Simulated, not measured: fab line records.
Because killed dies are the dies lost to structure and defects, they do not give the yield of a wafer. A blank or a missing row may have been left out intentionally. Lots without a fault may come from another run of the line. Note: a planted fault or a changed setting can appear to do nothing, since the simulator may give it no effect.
Chamber matching + flow n5-finfet + pecvd-01 running N5_BEOL_M8_PECVD_70: 3 sister chambers
The step deposits SiO2 from TEOS/O2, target thk 20 nm, time 22.7 s. 30 wafers are shown with their chamber, then 12 later ones without.

EACH WAFER AND ITS CHAMBER
| wafer  | chamber | showerhead-plenum-p-Torr (Torr) | throttle-valve-pct (%) | heater-power-w (W) |
|--------|---------|---------------------------------|------------------------|--------------------|
| L074.2 | 2       | 8.73                            | 22.1                   | 728                |
| L074.3 | 0       | 8.78                            | 22.2                   | 696                |
| L074.6 | 1       | 8.82                            | 21.6                   | 649                |
| L076.2 | 0       | 8.77                            | 22.5                   | 742                |
| L076.5 | 0       | 8.79                            | 22.4                   | 741                |
| L076.6 | 2       | 8.73                            | 22.4                   | 782                |
| L078.2 | 1       | 8.85                            | 21.5                   | 687                |
| L078.3 | 0       | 8.77                            | 22.7                   | 719                |
| L078.6 | 1       | 8.82                            | 21.8                   | 690                |
| L079.1 | 2       | 8.74                            | 22.3                   | 763                |
| L079.2 | 0       | 8.79                            | 22.6                   | 656                |
| L079.5 | 0       | 8.76                            | 22.6                   | 654                |
| L082.1 | 0       | 8.77                            | 22.2                   | 680                |
| L082.2 | 2       | 8.74                            | 22.6                   | 801                |
| L082.4 | 2       | 8.76                            | 22.6                   | 790                |
| L083.1 | 0       | 8.76                            | 22.6                   | 755                |
| L083.3 | 0       | 8.77                            | 22.3                   | 752                |
| L083.5 | 2       | 8.72                            | 22.9                   | 726                |
| L085.3 | 0       | 8.76                            | 22.6                   | 714                |
| L085.5 | 0       | 8.77                            | 22.5                   | 734                |
| L085.6 | 2       | 8.77                            | 22.4                   | 739                |
| L088.1 | 1       | 8.83                            | 21.5                   | 680                |
| L088.3 | 0       | 8.77                            | 22.6                   | 743                |
| L088.4 | 2       | 8.74                            | 22.7                   | 823                |
| L086.1 | 1       | 8.84                            | 21.4                   | 630                |
| L086.3 | 0       | 8.77                            | 22.6                   | 727                |
| L086.4 | 0       | 8.76                            | 22.6                   | 722                |
| L090.1 | 0       | 8.77                            | 22.4                   | 753                |
| L090.3 | 1       | 8.82                            | 21.4                   | 580                |
| L090.5 | 1       | 8.83                            | 21.5                   | 566                |

SIGNATURES (means of the wafers above)
| reading                  | chamber 0 | chamber 1 | chamber 2 | scatter within a chamber |
|--------------------------|-----------|-----------|-----------|--------------------------|
| showerhead-plenum-p-Torr | 8.7707    | 8.8300    | 8.7413    | 0.0121                   |
| throttle-valve-pct       | 22.493    | 21.529    | 22.500    | 0.183                    |
| heater-power-w           | 719.20    | 640.29    | 769.00    | 38.6                     |
Rule: a wafer's distance from a chamber is the root of the sum, over the readings, of the square of ((its reading less the chamber's mean) divided by the reading's scatter). The wafer belongs to the nearest chamber; if the next one is less than 2 further off, it can't be placed. The scatter: take each reading less its chamber's mean, square it, sum over the shown wafers, divide by the number of wafers less the number of chambers, and take the root.

WAFERS WITH NO CHAMBER GIVEN
| wafer  | showerhead-plenum-p-Torr (Torr) | throttle-valve-pct (%) | heater-power-w (W) |
|--------|---------------------------------|------------------------|--------------------|
| L091.3 | 8.73                            | 22.7                   | 778                |
| L091.5 | 8.77                            | 22.5                   | 820                |
| L091.6 | 8.84                            | 21.5                   | 656                |
| L094.3 | 8.74                            | 23.0                   | 815                |
| L094.5 | 8.77                            | 22.3                   | 723                |
| L094.6 | 8.83                            | 21.2                   | 684                |
| L097.1 | 8.86                            | 21.3                   | 593                |
| L097.3 | 8.79                            | 22.5                   | 759                |
| L097.6 | 8.78                            | 22.7                   | 608                |
| L096.1 | 8.83                            | 21.5                   | 639                |
| L096.4 | 8.77                            | 22.5                   | 684                |
| L096.5 | 8.74                            | 22.8                   | 781                |

CHAMBER TAKEN BY EACH
| wafer  | from the rows above     | in truth |
|--------|-------------------------|----------|
| L091.3 | 2                       | 2        |
| L091.5 | can't be placed: 0 or 2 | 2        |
| L091.6 | 1                       | 1        |
| L094.3 | can't be placed: 2 or 0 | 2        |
| L094.5 | can't be placed: 0 or 2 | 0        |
| L094.6 | 1                       | 1        |
| L097.1 | 1                       | 1        |
| L097.3 | 0                       | 0        |
| L097.6 | 0                       | 0        |
| L096.1 | 1                       | 1        |
| L096.4 | 0                       | 0        |
| L096.5 | can't be placed: 2 or 0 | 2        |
Correct placement for 8 of the 12. Cannot be placed on the basis of these rows: 4; the candidates contain the true chamber in 4. 0 placed wrongly.
